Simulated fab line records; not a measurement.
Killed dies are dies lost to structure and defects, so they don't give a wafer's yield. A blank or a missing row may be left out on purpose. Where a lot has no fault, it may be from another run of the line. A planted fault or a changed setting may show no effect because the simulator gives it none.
Chamber matching -- flow n5_finfet -- N5_BEOL_M4_ETCH_77 on rie_diel-05 has 4 sister chambers
The step etches underlayer in N2/H2, target depth 6.5 nm, time 5.2 s. 4 wafers are shown with their chamber, then 10 later ones without.

== WAFERS WITH THEIR CHAMBER ==
wafer,chamber,drypump_motor_current_A (A)
L079.3,2,5.1
L090.4,1,6.0
L094.2,3,5.6
L094.4,0,5.8

== WAFERS WITH NO CHAMBER GIVEN ==
wafer,drypump_motor_current_A (A)
L094.5,6.1
L095.3,6.1
L095.5,5.6
L095.6,5.7
L096.1,5.7
L096.4,6.1
L096.5,5.6
L097.1,5.7
L097.5,5.6
L097.6,5.1

== EACH ONE'S CHAMBER ==
wafer,from the rows above,in truth
L094.5,1,1
L095.3,1,1
L095.5,3,3
L095.6,can't be placed: 0 or 3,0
L096.1,can't be placed: 0 or 3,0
L096.4,1,1
L096.5,3,3
L097.1,can't be placed: 0 or 3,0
L097.5,3,3
L097.6,2,2
Correct placement for 7 of the 10. Cannot be placed on the basis of these rows: 3; the candidates contain the true chamber in 3. 0 placed wrongly.
How it was worked out, from the rows above alone: a wafer's distance from a chamber is the root of the sum, over the readings, of the square of ((its reading less the chamber's mean) divided by the reading's scatter). If the next closest chamber is less than 2 further off than the closest, the wafer can't be placed; otherwise it belongs to the closest. A chamber's mean is the mean of its shown wafers. The scatter: root of mean squared gap, hidden wafer to nearest shown wafer, with one shown wafer a chamber.
